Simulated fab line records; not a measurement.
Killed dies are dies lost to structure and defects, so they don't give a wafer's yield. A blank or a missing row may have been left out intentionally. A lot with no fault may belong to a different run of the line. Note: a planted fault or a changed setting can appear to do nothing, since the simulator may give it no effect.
Which tool did it?	flow n5Finfet	9 lots with 27 wafers sampled at 5 steps, on a route of 1938 steps

== WHAT EACH GAUGE READ, for each wafer ==
N5_BEOL_M4_RC_MEAS_101. Usual: DIBL_N 36.8 mV/V, standard deviation 1.9; DIBL_P 36.5 mV/V, standard deviation 2.1; IOFF_N 0.17 nA/um, standard deviation 0.038; IOFF_P 0.22 nA/um, standard deviation 0.039; ION_N 675 uA/um, standard deviation 12; ION_P 463 uA/um, standard deviation 7.4; SS_N 71.6 mV/dec, standard deviation 0.71; SS_P 73.4 mV/dec, standard deviation 0.72; VT_N 249 mV, standard deviation 3.3; VT_P -250 mV, standard deviation 3.3.
lot	measured	on	DIBL_N (mV/V)	DIBL_P (mV/V)	IOFF_N (nA/um)	IOFF_P (nA/um)	ION_N (uA/um)	ION_P (uA/um)	SS_N (mV/dec)	SS_P (mV/dec)	VT_N (mV)	VT_P (mV)	flag
L173	day 8 08:25	prober-01	34.7 39.9 35.7	34.3 40.0 34.5	0.12 0.21 0.12	0.16 0.24 0.16	657 680 656	453 459 450	71.0 72.7 70.9	72.6 74.3 72.9	251 249 252	-256 -252 -256	
L175	day 9 03:04	prober-02	37.8 36.4 37.7	37.4 36.3 38.7	0.19 0.17 0.19	0.25 0.23 0.27	672 678 684	461 465 472	71.9 71.3 71.3	73.3 73.2 73.7	248 248 242	-249 -247 -244	
L177	day 9 05:13	prober-01	34.9 35.7 32.1	33.1 34.4 30.7	0.12 0.13 0.10	0.15 0.16 0.13	653 665 645	449 455 447	71.0 71.1 70.5	72.1 72.6 72.0	254 255 255	-257 -255 -255	
L178	day 9 11:34	prober-02	40.9 39.9 36.8	40.5 40.0 35.5	0.23 0.24 0.16	0.29 0.31 0.21	690 705 678	470 486 468	72.9 72.0 70.9	75.1 74.4 73.7	247 241 249	-247 -244 -250	
L180	day 10 15:36	prober-02	37.4 37.9 38.2	38.5 39.4 38.4	0.18 0.20 0.18	0.24 0.28 0.24	667 668 667	460 461 463	70.8 72.4 72.5	74.2 74.2 73.4	248 249 249	-250 -246 -247	
L187	day 12 23:21	prober-01	39.0 34.7 41.0	37.3 34.8 40.3	0.23 0.14 0.31	0.27 0.23 0.33	668 682 682	461 480 470	73.2 70.9 72.9	73.8 73.4 75.1	247 251 242	-244 -248 -243	
L190	day 13 04:44	prober-02	36.2 38.4 34.2	35.5 37.3 32.5	0.13 0.16 0.11	0.18 0.20 0.14	676 667 673	461 454 456	71.8 72.5 71.4	73.3 73.9 72.3	253 252 254	-256 -251 -257	
L191	day 14 01:32	prober-01	41.5 37.3 36.6	43.1 37.8 36.4	0.26 0.15 0.14	0.28 0.19 0.17	693 673 672	473 458 455	73.3 71.5 71.4	75.2 74.0 73.0	244 253 254	-251 -255 -256	
L193	day 14 18:22	prober-02	34.5 35.6 36.0	33.5 34.9 35.2	0.12 0.13 0.15	0.15 0.17 0.17	681 677 676	463 462 456	70.7 71.7 72.1	72.4 73.2 73.9	252 254 250	-252 -253 -254	

N5_BEOL_M7_CD_MEAS_28: the cd target is 40 nm. Usual: cdNm 39.99 nm, standard deviation 0.23.
lot	measured	on	cdNm (nm)	flag
L173	day 9 08:41	cdSem-03	40.22 39.75 39.52	
L175	day 10 08:02	cdSem-02	39.60 39.98 39.57	
L177	day 10 07:52	cdSem-01	40.04 40.07 39.98	
L178	day 10 10:58	cdSem-02	39.91 40.37 39.87	
L180	day 11 21:33	cdSem-03	39.75 39.45 39.84	
L187	day 14 02:42	cdSem-03	40.15 40.13 39.98	
L190	day 14 08:49	cdSem-01	40.11 39.84 40.09	
L191	day 15 02:01	cdSem-03	40.71 39.68 40.07	
L193	day 15 20:25	cdSem-02	40.20 39.98 39.82	

N5_BEOL_M7_OCD_MEAS_38. Usual: trenchDepthNm 93.1 nm, standard deviation 2.2.
lot	measured	on	trenchDepthNm (nm)	flag
L173	day 9 09:28	ocd-02	94.4 95.8 95.6	
L175	day 10 08:45	ocd-02	93.4 96.7 95.7	
L177	day 10 08:25	ocd-02	93.0 93.3 94.4	
L178	day 10 11:39	ocd-01	93.4 92.8 89.4	
L180	day 11 22:07	ocd-02	89.2 91.5 93.5	
L187	day 14 03:15	ocd-01	93.3 83.7 93.7	
L190	day 14 09:22	ocd-02	96.0 96.1 94.7	
L191	day 15 02:34	ocd-02	92.1 97.4 96.0	
L193	day 15 20:58	ocd-02	90.4 97.1 94.1	

== WHICH TOOL RAN EACH LOT (tool, then ch and the chambers of the sampled wafers, then the start) ==
lot	N5_BEOL_M7_HM_DEP_02	N5_BEOL_M7_VIA_ETCH_34
L173	pvdSputter-03, day 9 06:32	rieDiel-06 ch 0,3, day 9 09:13
L175	pvdSputter-02, day 10 05:22	rieDiel-06 ch 2,3, day 10 08:29
L177	pvdSputter-03, day 10 05:52	rieDiel-05 ch 0,2, day 10 08:10
L178	pvdSputter-01, day 10 08:49	rieDiel-05 ch 0,1,2, day 10 11:24
L180	pvdSputter-03, day 11 19:25	rieDiel-02 ch 0,1,3, day 11 21:51
L187	pvdSputter-01, day 14 01:02	rieDiel-02 ch 0,1, day 14 03:00
L190	pvdSputter-03, day 14 06:11	rieDiel-06 ch 0,3, day 14 09:07
L191	pvdSputter-02, day 15 00:25	rieDiel-06 ch 0,1,2, day 15 02:19
L193	pvdSputter-02, day 15 17:29	rieDiel-06 ch 0,1,2, day 15 20:43
- N5_BEOL_M7_HM_DEP_02: deposits TiN, target thk 20 nm.
- N5_BEOL_M7_VIA_ETCH_34: etches SiCOH lowk in C4F6/O2, target depth 125.5 nm, time 50.5 s.

== AS READ BY THE TOOLS THEMSELVES (means over the sampled wafers that have a number; for cases with no such wafer, the mark the record gives instead) ==
N5_BEOL_M7_HM_DEP_02. Usual: throttleValvePct 29.3 %, standard deviation 1.
lot	tool	throttleValvePct (%)	flag
L173	pvdSputter-03	29.4	
L175	pvdSputter-02	28.5	
L177	pvdSputter-03	29.6	
L178	pvdSputter-01	29.1	
L180	pvdSputter-03	29.2	
L187	pvdSputter-01	29.5	
L190	pvdSputter-03	29.9	
L191	pvdSputter-02	28.5	
L193	pvdSputter-02	29.9	

N5_BEOL_M7_VIA_ETCH_34. Usual: O2_flow_sccm 10.001 sccm, standard deviation 0.027; drypumpMotorCurrentA 6.1 A, standard deviation 0.46; oesProductAu 0.76 a.u., standard deviation 0.087; rfVppV 670 V, standard deviation 11; showerheadPlenumPTorr 2.84 Torr, standard deviation 0.09; throttleValvePct 20.91 %, standard deviation 0.26.
lot	tool	O2_flow_sccm (sccm)	drypumpMotorCurrentA (A)	oesProductAu (a.u.)	rfVppV (V)	showerheadPlenumPTorr (Torr)	throttleValvePct (%)	flag
L173	rieDiel-06	9.973	5.9	0.78	681	2.94	20.97	
L175	rieDiel-06	10.002	5.9	0.72	682	2.87	21.13	
L177	rieDiel-05	10.034	6.2	0.82	664	2.86	20.53	
L178	rieDiel-05	9.990	6.1	0.76	664	2.81	20.82	
L180	rieDiel-02	9.974	6.2	0.72	668	2.83	21.04	
L187	rieDiel-02	9.993	6.2	0.69	677	2.86	21.12	
L190	rieDiel-06	10.005	6.2	0.79	676	2.91	20.87	
L191	rieDiel-06	10.008	6.3	0.84	679	2.88	20.75	
L193	rieDiel-06	10.011	6.3	0.84	677	2.88	20.76	

== THE ANSWER, worked out from the rows above alone ==
Rule: lot off if the mean of its wafers having a number is beyond 3 standard deviations from the usual mean. A lot without any number at a reading at which 4 lots or more have one is off too. All remaining lots with rows at the step are treated as sound. Order of review: gauges by route order, followed by the tools' own readings, for which a lot's mean as printed above is used. The first step at which some lot is off is used, and at that step the reading that is off furthest; a lot without a number counts as furthest.
No lot is off on any of the readings shown, so nothing can be concluded from this.

== WHAT THE SIMULATOR PUT IN ==
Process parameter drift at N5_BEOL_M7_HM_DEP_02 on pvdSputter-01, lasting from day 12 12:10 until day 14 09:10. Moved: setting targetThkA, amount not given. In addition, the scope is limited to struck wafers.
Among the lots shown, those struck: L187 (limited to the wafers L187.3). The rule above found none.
